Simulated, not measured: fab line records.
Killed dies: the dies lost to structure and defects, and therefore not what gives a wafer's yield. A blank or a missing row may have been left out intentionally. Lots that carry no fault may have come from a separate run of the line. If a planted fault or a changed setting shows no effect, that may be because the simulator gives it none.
fab line records ; flow n5-finfet
record: lots: 11; wafers: 33; last-day: 17
route steps=1938 shown BEOL_M10@1515 BEOL_M11@1537
lots untouched by any fault: they come from a run of this same line in which no faults occurred
start-h: hours from the record's first day to the start of the lot's first wafer shown ; wait-h: hours from the lot's prior step to this one ; " unchanged from the row above ; L1.1+2: one row covering several wafers at once ; - value missing, or start not given ; * or withheld: withheld ; < > ~ a bound
route shown NAME@n: NAME is a module with steps in the file, n the number in the route of the first one ; usual: average and standard deviation across the fault-free wafers ; same: alike in all rows ; chamber/n: place in a boat ; sites: readings site by site ; _std_site: the standard deviation of these ; _edge_site: the outer-site mean with the inner-site mean subtracted ; radius-mm: for every site, how far away it sits from the centre of the wafer ; mask NAME#n: copy n ; behind: the most recent tool/chamber to have shaped the wafer ; hold: the reason the lot was held/the length of the hold in hours/how it ended ; device: the transistor (n, p or np) that didn't switch ; end of line: the route-end tests of the same wafers ; where a step has no rows: the recipe by itself ; killed: dies lost to structure and defects at the first sort, not the wafer's yield ; map: dies across one wafer; x = killed, . = not, _ = none there
set.NAME: the setting the step ran with; set.NAME@STEP: the setting that earlier step ran with ; model.NAME: the simulator's own value behind a step, which no gauge read
steps of the route over a sample of lots; a table a step, a row a wafer
services: a tool's chamber out of use, with start hour (start-h, from the record's first day; less than 0 if before it), hours out, and reason
== steps ==
step: N5_BEOL_M10_OCD_MEAS_38
usual: trench-depth-nm: 148.2/2.6
lot.wafer;tool;chamber;start-h;wait-h;trench-depth-nm
L447.1;ocd-02;-;216.35;-;147.3
L447.2;ocd-02;-;216.35;-;150.8
L447.3;ocd-02;-;216.35;-;147.3
L450.1;ocd-01;-;246.94;-;147.6
L450.3;ocd-01;-;246.94;-;152.5
L450.5;ocd-01;-;246.94;-;152.5
L451.1;ocd-02;-;247.15;-;149.8
L451.5;ocd-02;-;247.15;-;150.1
L451.6;ocd-02;-;247.15;-;145.8
L454.1;ocd-02;-;264.66;-;146.9
L454.3;ocd-02;-;264.66;-;144.3
L454.5;ocd-02;-;264.66;-;148.3
L453.2;ocd-02;-;265.50;-;149.6
L453.3;ocd-02;-;265.50;-;148.6
L453.6;ocd-02;-;265.50;-;148.8
L458.2;ocd-02;-;298.73;-;152.9
L458.3;ocd-02;-;298.73;-;150.6
L458.4;ocd-02;-;298.73;-;146.2
L462.1;ocd-02;-;320.41;-;147.8
L462.2;ocd-02;-;320.41;-;151.5
L462.3;ocd-02;-;320.41;-;146.5
L464.1;ocd-01;-;330.94;-;147.3
L464.3;ocd-01;-;330.94;-;146.5
L464.6;ocd-01;-;330.94;-;152.0
L468.1;ocd-02;-;352.90;-;147.3
L468.2;ocd-02;-;352.90;-;145.3
L468.4;ocd-02;-;352.90;-;148.0
L469.4;ocd-01;-;353.29;-;146.8
L469.5;ocd-01;-;353.29;-;148.3
L469.6;ocd-01;-;353.29;-;153.8
L470.1;ocd-02;-;358.96;-;152.9
L470.2;ocd-02;-;358.96;-;153.3
L470.6;ocd-02;-;358.96;-;147.4
step: N5_BEOL_M11_CURE_71
recipe: temp-c: 385; time-s: 240; ambient: He/Ar; material: SiCOH_lowk
usual: lamp-power-pct: 52.31/0.051; wafer_temp_C_max: 386.9/0.71
lot.wafer;tool;chamber;start-h;wait-h;lamp-power-pct;wafer_temp_C_max
L447.1;uv-cure-01;0;221.69;0.1;52.35;386.0
L447.2;uv-cure-01;0;221.69;0.1;52.26;385.9
L447.3;uv-cure-01;0;221.69;0.1;52.25;385.6
L450.1;uv-cure-01;2;249.39;0.0;52.34;386.6
L450.3;uv-cure-01;2;249.39;0.0;52.28;386.4
L450.5;uv-cure-01;2;249.39;0.0;52.22;387.6
L451.1;uv-cure-03;0;249.96;0.1;52.38;387.1
L451.5;uv-cure-03;0;249.96;0.1;52.30;388.5
L451.6;uv-cure-03;0;249.96;0.1;52.27;386.5
L454.1;uv-cure-02;1;267.09;0.0;52.29;386.3
L454.3;uv-cure-02;1;267.09;0.0;52.41;386.6
L454.5;uv-cure-02;1;267.09;0.0;52.26;387.0
L453.2;uv-cure-02;0;269.69;0.1;52.23;386.5
L453.3;uv-cure-02;0;269.69;0.1;52.33;387.4
L453.6;uv-cure-02;0;269.69;0.1;52.20;387.3
L458.2;uv-cure-02;0;303.30;0.2;52.34;386.4
L458.3;uv-cure-02;0;303.30;0.2;52.38;386.4
L458.4;uv-cure-02;0;303.30;0.2;52.33;386.4
L462.1;uv-cure-02;0;323.66;0.0;52.30;386.8
L462.2;uv-cure-02;0;323.66;0.0;52.32;387.1
L462.3;uv-cure-02;0;323.66;0.0;52.31;387.0
L464.1;uv-cure-03;2;334.20;0.0;52.26;387.3
L464.3;uv-cure-03;2;334.20;0.0;52.21;388.5
L464.6;uv-cure-03;2;334.20;0.0;52.28;387.0
L468.1;uv-cure-03;2;355.51;0.0;52.31;387.9
L468.2;uv-cure-03;2;355.51;0.0;52.29;387.9
L468.4;uv-cure-03;2;355.51;0.0;52.32;387.9
L469.4;uv-cure-02;0;357.83;0.5;52.28;386.1
L469.5;uv-cure-02;0;357.83;0.5;52.36;386.6
L469.6;uv-cure-02;0;357.83;0.5;52.35;386.7
L470.1;uv-cure-02;2;363.57;0.0;52.24;386.5
L470.2;uv-cure-02;2;363.57;0.0;52.41;387.1
L470.6;uv-cure-02;2;363.57;0.0;52.29;386.7
step: N5_BEOL_M11_PECVD_70
recipe: material: SiO2; target-thk-a: 200; temp-c: 400; precursor: TEOS/O2; pressure-torr: 5.5; rf-w: 450; teos-flow-sccm: 53.8; gas: O2; flow-sccm: 3000; time-s: 22.7
usual: heater-power-w: 697/110; showerhead-plenum-p-Torr: 8.82/0.065; susceptor-temp-C: 400.00/0.23; throttle-valve-pct: 22.6/1.2
lot.wafer;tool;chamber;start-h;wait-h;heater-power-w;showerhead-plenum-p-Torr;susceptor-temp-C;throttle-valve-pct
L447.1;pecvd-02;2;222.24;0.0;604;8.79;399.93;21.8
L447.2;pecvd-02;1;222.24;0.0;609;8.82;400.11;24.0
L447.3;pecvd-02;0;222.24;0.0;996;8.85;400.02;22.0
L450.1;pecvd-03;1;249.94;0.0;668;8.94;399.40;24.1
L450.3;pecvd-03;0;249.94;0.0;829;8.92;399.96;23.3
L450.5;pecvd-03;0;249.94;0.0;836;8.92;400.03;23.1
L451.1;pecvd-03;0;250.51;0.0;611;8.92;381.55;23.3
L451.5;pecvd-03;1;250.51;0.0;615;8.91;381.09;24.0
L451.6;pecvd-03;2;250.51;0.0;583;8.74;381.26;20.3
L454.1;pecvd-01;2;267.64;0.0;645;8.80;399.79;20.5
L454.3;pecvd-01;1;267.64;0.0;626;8.85;399.98;22.0
L454.5;pecvd-01;2;267.64;0.0;645;8.75;400.06;20.6
L453.2;pecvd-03;0;270.16;0.0;712;8.93;381.33;23.2
L453.3;pecvd-03;2;270.16;0.0;625;8.76;381.25;20.7
L453.6;pecvd-03;1;270.16;0.0;539;8.89;381.42;24.0
L458.2;pecvd-02;1;303.77;0.0;577;8.81;400.44;23.7
L458.3;pecvd-02;2;303.77;0.0;645;8.76;399.98;21.8
L458.4;pecvd-02;0;303.77;0.0;842;8.84;400.26;22.4
L462.1;pecvd-01;1;324.21;0.0;617;8.86;399.77;22.1
L462.2;pecvd-01;2;324.21;0.0;647;8.74;399.81;20.8
L462.3;pecvd-01;0;324.21;0.0;668;8.73;400.25;23.7
L464.1;pecvd-02;1;334.75;0.0;605;8.80;399.83;24.0
L464.3;pecvd-02;0;334.75;0.0;948;8.86;399.88;22.0
L464.6;pecvd-02;2;334.75;0.0;700;8.77;399.78;22.3
L468.1;pecvd-03;2;356.06;0.0;743;8.74;399.86;21.0
L468.2;pecvd-03;1;356.06;0.0;735;8.93;400.23;24.0
L468.4;pecvd-03;2;356.06;0.0;743;8.77;400.30;21.1
L469.4;pecvd-02;1;358.40;0.1;658;8.83;399.98;23.7
L469.5;pecvd-02;0;358.40;0.1;940;8.84;399.99;21.8
L469.6;pecvd-02;2;358.40;0.1;682;8.78;399.48;22.2
L470.1;pecvd-01;1;364.60;0.0;677;8.86;399.74;22.3
L470.2;pecvd-01;2;364.60;0.0;643;8.75;399.68;21.0
L470.6;pecvd-01;2;364.60;0.0;658;8.77;399.67;20.9
step: N5_BEOL_M11_HM_DEP_02
recipe: material: TiN; target-thk-a: 200; temp-c: 25; chamber-pressure-pa: 0.49996
usual: throttle-valve-pct: 29.8/1.2
lot.wafer;tool;chamber;start-h;wait-h;throttle-valve-pct
L447.1;pvd-sputter-03;-;223.16;0.9;28.3
L447.2;pvd-sputter-03;-;223.16;0.9;28.6
L447.3;pvd-sputter-03;-;223.16;0.9;30.8
L450.1;pvd-sputter-01;-;253.39;3.4;31.9
L450.3;pvd-sputter-01;-;253.39;3.4;28.9
L450.5;pvd-sputter-01;-;253.39;3.4;30.1
L451.1;pvd-sputter-01;-;253.59;3.1;29.0
L451.5;pvd-sputter-01;-;253.59;3.1;30.4
L451.6;pvd-sputter-01;-;253.59;3.1;27.7
L454.1;pvd-sputter-02;-;268.42;0.8;30.6
L454.3;pvd-sputter-02;-;268.42;0.8;30.9
L454.5;pvd-sputter-02;-;268.42;0.8;30.9
L453.2;pvd-sputter-02;-;271.42;1.2;30.8
L453.3;pvd-sputter-02;-;271.42;1.2;31.0
L453.6;pvd-sputter-02;-;271.42;1.2;31.0
L458.2;pvd-sputter-03;-;304.65;0.9;28.6
L458.3;pvd-sputter-03;-;304.65;0.9;28.9
L458.4;pvd-sputter-03;-;304.65;0.9;30.9
L462.1;pvd-sputter-03;-;325.38;1.1;28.5
L462.2;pvd-sputter-03;-;325.38;1.1;28.4
L462.3;pvd-sputter-03;-;325.38;1.1;28.7
L464.1;pvd-sputter-01;-;337.95;3.2;28.1
L464.3;pvd-sputter-01;-;337.95;3.2;31.8
L464.6;pvd-sputter-01;-;337.95;3.2;28.2
L468.1;pvd-sputter-01;-;356.86;0.8;29.1
L468.2;pvd-sputter-01;-;356.86;0.8;27.8
L468.4;pvd-sputter-01;-;356.86;0.8;31.4
L469.4;pvd-sputter-02;-;358.70;0.3;31.0
L469.5;pvd-sputter-02;-;358.70;0.3;30.9
L469.6;pvd-sputter-02;-;358.70;0.3;31.0
L470.1;pvd-sputter-03;-;366.12;1.5;28.8
L470.2;pvd-sputter-03;-;366.12;1.5;30.7
L470.6;pvd-sputter-03;-;366.12;1.5;30.6
step: N5_BEOL_M11_CMP_52
recipe: stop-on: SiCOH_lowk; t-overpolish-s: 7; down-force-psi: 1; platen-rpm: 50; clearing-platen-down-force-psi: 1.5; clearing-platen-rpm: 50; post-cmp-clean: cu-alkaline; target-thk-nm: 140; clearing-platen-pad-velocity-m-s: 0.99484; pad-velocity-m-s: 0.99484
usual: barrier-field-endpoint-s: 28.9/0.8; motor-current-A: 5.9/0.54; platen-rpm: 50.01/0.034
lot.wafer;tool;chamber;start-h;wait-h;barrier-field-endpoint-s;motor-current-A;platen-rpm
L447.1;cmp-02;3;228.60;0.3;28.6;6.4;49.92
L447.3;cmp-02;0;228.60;0.3;29.3;5.5;50.00
L447.2;cmp-02;1;228.60;0.3;28.6;5.6;49.94
L451.1;cmp-02;0;260.26;0.6;31.1;5.9;49.98
L451.6;cmp-02;2;260.26;0.6;32.0;6.4;50.02
L451.5;cmp-02;3;260.26;0.6;31.7;6.6;50.02
L450.3;cmp-03;1;260.76;0.3;29.7;5.5;50.03
L450.1;cmp-03;2;260.76;0.3;29.4;5.8;50.02
L450.5;cmp-03;2;260.76;0.3;30.0;6.0;49.99
L454.3;cmp-04;3;274.31;0.2;28.1;5.9;49.98
L454.1;cmp-04;1;274.31;0.2;27.2;4.8;49.96
L454.5;cmp-04;3;274.31;0.2;28.5;6.4;50.04
L453.3;cmp-03;3;276.62;0.2;31.6;5.3;50.00
L453.2;cmp-03;1;276.62;0.2;31.9;5.8;49.88
L453.6;cmp-03;2;276.62;0.2;32.6;6.3;49.95
L458.3;cmp-04;1;310.10;0.2;27.6;4.8;49.99
L458.2;cmp-04;2;310.10;0.2;28.0;5.9;50.01
L458.4;cmp-04;3;310.10;0.2;29.8;6.3;49.98
L462.1;cmp-02;2;331.99;0.3;30.3;6.5;50.02
L462.3;cmp-02;3;331.99;0.3;29.0;6.6;50.00
L462.2;cmp-02;0;331.99;0.3;30.1;5.7;50.00
L464.3;cmp-03;1;342.50;0.2;29.8;5.7;50.05
L464.1;cmp-03;2;342.50;0.2;29.1;6.1;50.01
L464.6;cmp-03;3;342.50;0.2;28.0;5.5;49.97
L468.4;cmp-02;1;362.62;0.2;27.4;5.6;50.00
L468.2;cmp-02;2;362.62;0.2;29.1;6.3;50.02
L468.1;cmp-02;3;362.62;0.2;27.8;6.2;50.08
L469.4;cmp-04;2;364.15;0.1;29.7;5.7;50.03
L469.6;cmp-04;2;364.15;0.1;29.6;5.8;50.02
L469.5;cmp-04;3;364.15;0.1;30.6;5.5;50.01
L470.2;cmp-04;2;374.37;0.2;29.2;5.8;50.03
L470.1;cmp-04;0;374.37;0.2;28.2;6.2;50.04
L470.6;cmp-04;3;374.37;0.2;29.6;5.7;50.04
== services ==
tool;chamber;start-h;hours;kind
pecvd-03;2;202.38;-;clean
pecvd-03;2;202.38;-;consumable-replace:showerhead
pecvd-03;2;202.38;29.0;scheduled-down
pecvd-03;2;202.38;29.0;vent-cycle
cmp-03;-;206.66;7.8;pm
uv-cure-03;-;219.58;1.7;repair
uv-cure-02;-;220.53;7.5;pm
pecvd-03;0;222.11;2.1;scheduled-down
uv-cure-01;-;230.22;6.0;pm
cmp-03;-;237.81;4.0;pm
pecvd-01;2;247.92;5.4;repair
uv-cure-02;-;264.74;2.1;pm
cmp-03;-;265.33;1.6;repair
pecvd-03;0;275.91;7.4;repair
pecvd-01;0;278.24;12.8;repair
pvd-sputter-03;-;279.46;4.2;repair
pecvd-03;1;301.75;6.2;repair
uv-cure-02;-;303.70;6.0;pm
cmp-03;-;306.77;5.1;pm
pecvd-02;-;308.21;5.5;pm
cmp-02;-;313.69;4.0;pm
cmp-02;-;320.54;0.4;repair
uv-cure-02;-;370.24;1.1;repair
pecvd-03;-;372.48;4.3;pm
== key ==
first-sign: step: N5_BEOL_M11_PECVD_70; reading: susceptor-temp-C; direction: down; sigmas: 83; usual: *; struck: *
effect: step: N5_BEOL_M11_CMP_52; reading: barrier-field-endpoint-s; direction: up; sigmas: 3.6; usual: 28.9; struck: 31.8
met-at N5_BEOL_M11_PECVD_70
struck-lots L451,L453
not-acting-at N5_BEOL_M10_OCD_MEAS_38,N5_BEOL_M11_CURE_71,N5_BEOL_M11_HM_DEP_02
onset-between 249.94 250.51
fault: kind: process-parameter-drift; tool: pecvd-03; chamber: -; onset-h: 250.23; steps: N5_BEOL_M11_PECVD_70; channel: temp-c; offset: *; shape: step; end-h: 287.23; acts-in: *; stated: *
